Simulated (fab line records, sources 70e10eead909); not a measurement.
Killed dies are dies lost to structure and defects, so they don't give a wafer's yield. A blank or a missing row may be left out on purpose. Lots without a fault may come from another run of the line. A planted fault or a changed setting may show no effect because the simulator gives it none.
Which tool did it? | flow nand_harc | 12 lots, 36 wafers sampled, at 4 steps of a route of 1302

WHAT THE GAUGES READ, wafer by wafer
The record holds no reading of a measuring or inspecting step that can be judged against a usual standard deviation.

WHICH TOOL RAN EACH LOT (tool, then ch and the chambers of the sampled wafers, then the start)
lot  | NHARC_P_GATE_HM_DEP_102       | NHARC_P_GATE_ETCH_104              | NHARC_P_GATE_STRIP_111               | NHARC_P_GATE_DESCUM_93
L958 | acl_dep-02 ch 0, day 5 20:59  | rie_diel-01 ch 2,3, day 5 22:28    | plasma_asher-01 ch 0,1, day 6 10:41  | rie_diel-13 ch 0,2,3, day 6 13:41
L959 | acl_dep-01 ch 0, day 6 11:55  | rie_diel-07 ch 1,2,3, day 6 13:20  | plasma_asher-01 ch 0,1, day 7 01:44  | rie_diel-01 ch 1,3, day 7 04:46
L960 | acl_dep-01 ch 0, day 6 12:34  | rie_diel-07 ch 0,1,3, day 6 13:52  | plasma_asher-02 ch 0,1, day 7 02:11  | rie_diel-07 ch 0,1, day 7 05:05
L961 | acl_dep-02 ch 0, day 6 21:20  | rie_diel-07 ch 1,2, day 6 22:58    | plasma_asher-01 ch 0,1, day 7 11:24  | rie_diel-13 ch 1,2,3, day 7 14:11
L964 | acl_dep-03 ch 0, day 8 13:53  | rie_diel-01 ch 2,3, day 8 15:24    | plasma_asher-02 ch 0,1, day 9 03:31  | rie_diel-01 ch 1,2,3, day 9 06:39
L966 | acl_dep-03 ch 0, day 9 00:53  | rie_diel-13 ch 1,2,3, day 9 02:31  | plasma_asher-02 ch 0,1, day 9 14:43  | rie_diel-07 ch 0,1,2, day 9 17:52
L972 | acl_dep-03 ch 0, day 11 14:58 | rie_diel-13 ch 1,2,3, day 11 16:15 | plasma_asher-02 ch 0,1, day 12 06:50 | rie_diel-07 ch 2,3, day 12 09:43
L974 | acl_dep-03 ch 0, day 12 14:12 | rie_diel-07 ch 0,1, day 12 15:56   | plasma_asher-01 ch 0,1, day 13 06:23 | rie_diel-13 ch 0,1,3, day 13 09:19
L976 | acl_dep-03 ch 0, day 13 06:23 | rie_diel-01 ch 0,2,3, day 13 07:53 | plasma_asher-01 ch 0,1, day 13 20:03 | rie_diel-07 ch 1,2, day 14 02:43
L977 | acl_dep-02 ch 0, day 13 12:24 | rie_diel-13 ch 0,2,3, day 13 13:56 | plasma_asher-01 ch 1, day 14 02:05   | rie_diel-13 ch 1,2,3, day 14 05:03
L978 | acl_dep-02 ch 0, day 14 02:59 | rie_diel-13 ch 0,1, day 14 04:19   | plasma_asher-01 ch 0,1, day 14 18:38 | rie_diel-01 ch 1,2,3, day 14 21:38
L979 | acl_dep-03 ch 0, day 14 16:54 | rie_diel-07 ch 0,2,3, day 14 18:31 | plasma_asher-02 ch 0,1, day 15 09:22 | rie_diel-07 ch 0,1,2, day 15 14:53
- NHARC_P_GATE_HM_DEP_102: deposits aC, target thk 120 nm.
- NHARC_P_GATE_ETCH_104: etches the open film in CF4/CHF3, target depth 60 nm.
- NHARC_P_GATE_STRIP_111: strips in N2/H2, time 250 s.
- NHARC_P_GATE_DESCUM_93: chemistry O2, time 3 s.

WHAT THE TOOLS THEMSELVES READ (means of the sampled wafers that have a number; where no wafer has one, the mark that the record gives instead)
NHARC_P_GATE_HM_DEP_102. Usual: throttle_valve_pct 35.001 %, standard deviation 0.0091.
lot  | tool       | throttle_valve_pct (%) | flag
L958 | acl_dep-02 | 34.997                 |
L959 | acl_dep-01 | 34.994                 |
L960 | acl_dep-01 | 35.001                 |
L961 | acl_dep-02 | 34.999                 |
L964 | acl_dep-03 | 34.998                 |
L966 | acl_dep-03 | 35.000                 |
L972 | acl_dep-03 | 35.000                 |
L974 | acl_dep-03 | 35.006                 |
L976 | acl_dep-03 | 35.009                 |
L977 | acl_dep-02 | 34.992                 |
L978 | acl_dep-02 | 35.011                 |
L979 | acl_dep-03 | 34.996                 |

NHARC_P_GATE_ETCH_104. Usual: cf4_flow_sccm 100.0 sccm, standard deviation 0.33; drypump_motor_current_A 5.9 A, standard deviation 0.47; oes_product_au 0.949 a.u., standard deviation 0.02; rf_fwd_power_W 492.6 W, standard deviation 2.6; rf_vpp_V 370.9 V, standard deviation 2.1; showerhead_plenum_p_Torr 1.58 Torr, standard deviation 0.055; throttle_valve_pct 16.803 %, standard deviation 0.0095.
lot  | tool        | cf4_flow_sccm (sccm) | drypump_motor_current_A (A) | oes_product_au (a.u.) | rf_fwd_power_W (W) | rf_vpp_V (V) | showerhead_plenum_p_Torr (Torr) | throttle_valve_pct (%) | flag
L958 | rie_diel-01 | 100.1                | 6.0                         | 0.949                 | 494.7              | 370.8        | 1.60                            | 16.801                 |
L959 | rie_diel-07 | 100.1                | 5.9                         | 0.967                 | 488.3              | 372.2        | 1.60                            | 16.796                 |
L960 | rie_diel-07 | 99.8                 | 5.8                         | 0.969                 | 491.7              | 369.5        | 1.55                            | 16.804                 |
L961 | rie_diel-07 | 99.7                 | 6.2                         | 0.960                 | 488.3              | 370.9        | 1.58                            | 16.798                 |
L964 | rie_diel-01 | 100.4                | 6.0                         | 0.853                 | 429.2              | 371.6        | 1.60                            | 16.810                 | OFF
L966 | rie_diel-13 | 100.2                | 6.1                         | 0.931                 | 492.7              | 371.8        | 1.60                            | 16.799                 |
L972 | rie_diel-13 | 99.9                 | 6.1                         | 0.951                 | 493.9              | 370.8        | 1.60                            | 16.810                 |
L974 | rie_diel-07 | 100.3                | 5.8                         | 0.951                 | 495.3              | 368.9        | 1.52                            | 16.811                 |
L976 | rie_diel-01 | 100.0                | 5.7                         | 0.930                 | 494.4              | 371.3        | 1.59                            | 16.793                 |
L977 | rie_diel-13 | 100.2                | 5.8                         | 0.927                 | 494.5              | 370.6        | 1.56                            | 16.797                 |
L978 | rie_diel-13 | 99.9                 | 6.5                         | 0.926                 | 493.2              | 371.8        | 1.58                            | 16.809                 |
L979 | rie_diel-07 | 100.2                | 5.5                         | 0.964                 | 490.6              | 371.2        | 1.59                            | 16.792                 |

NHARC_P_GATE_STRIP_111. Usual: drypump_motor_current_A 5.6 A, standard deviation 0.6; heater_power_w 87 W, standard deviation 9.3.
lot  | tool            | drypump_motor_current_A (A) | heater_power_w (W) | flag
L958 | plasma_asher-01 | 5.5                         | 89                 |
L959 | plasma_asher-01 | 5.5                         | 90                 |
L960 | plasma_asher-02 | 5.8                         | 73                 |
L961 | plasma_asher-01 | 5.9                         | 91                 |
L964 | plasma_asher-02 | 5.8                         | 73                 |
L966 | plasma_asher-02 | 5.3                         | 77                 |
L972 | plasma_asher-02 | 5.3                         | 81                 |
L974 | plasma_asher-01 | 5.9                         | 94                 |
L976 | plasma_asher-01 | 5.6                         | 91                 |
L977 | plasma_asher-01 | 6.3                         | 99                 |
L978 | plasma_asher-01 | 5.9                         | 94                 |
L979 | plasma_asher-02 | 5.8                         | 77                 |

NHARC_P_GATE_DESCUM_93. Usual: drypump_motor_current_A 5.9 A, standard deviation 0.45; oes_product_au 1.001 a.u., standard deviation 0.0071; rf_vpp_V 57.9 V, standard deviation 0.81; showerhead_plenum_p_Torr 1.92 Torr, standard deviation 0.066; throttle_valve_pct 11.312 %, standard deviation 0.0097.
lot  | tool        | drypump_motor_current_A (A) | oes_product_au (a.u.) | rf_vpp_V (V) | showerhead_plenum_p_Torr (Torr) | throttle_valve_pct (%) | flag
L958 | rie_diel-13 | 5.8                         | 1.010                 | 57.0         | 1.89                            | 11.306                 |
L959 | rie_diel-01 | 6.1                         | 1.002                 | 57.4         | 1.95                            | 11.311                 |
L960 | rie_diel-07 | 5.8                         | 0.996                 | 57.5         | 1.84                            | 11.308                 |
L961 | rie_diel-13 | 6.1                         | 1.009                 | 58.0         | 1.95                            | 11.310                 |
L964 | rie_diel-01 | 5.9                         | 1.001                 | 58.0         | 1.93                            | 11.310                 |
L966 | rie_diel-07 | 5.9                         | 1.001                 | 57.5         | 1.91                            | 11.319                 |
L972 | rie_diel-07 | 5.6                         | 1.001                 | 58.5         | 2.01                            | 11.308                 |
L974 | rie_diel-13 | 6.2                         | 0.996                 | 58.1         | 1.93                            | 11.314                 |
L976 | rie_diel-07 | 6.2                         | 0.994                 | 58.2         | 1.91                            | 11.321                 |
L977 | rie_diel-13 | 6.1                         | 0.995                 | 57.6         | 1.95                            | 11.315                 |
L978 | rie_diel-01 | 5.9                         | 1.008                 | 57.7         | 1.93                            | 11.312                 |
L979 | rie_diel-07 | 5.8                         | 1.002                 | 56.9         | 1.91                            | 11.313                 |

THE ANSWER, worked out from the rows above alone
Rule: a lot is off if the mean of its wafers that have a number lies more than 3 standard deviations from the usual mean. A lot without any number at a reading at which 4 lots or more have one is off too. The other lots that the step has rows for count as sound. The gauges are gone through in route order, then the tools' own readings, and for those a lot's mean is taken as printed above. The first step at which some lot is off is used, and at that step the reading that is off furthest; a lot without a number counts as furthest.
Off: L964, at NHARC_P_GATE_ETCH_104 (rf_fwd_power_W).
A tool fits if, at that step or a process step before it, it ran every lot that is off, and no sound lot after the first of them. None of those tried fits.

WHAT THE SIMULATOR HAD PUT IN
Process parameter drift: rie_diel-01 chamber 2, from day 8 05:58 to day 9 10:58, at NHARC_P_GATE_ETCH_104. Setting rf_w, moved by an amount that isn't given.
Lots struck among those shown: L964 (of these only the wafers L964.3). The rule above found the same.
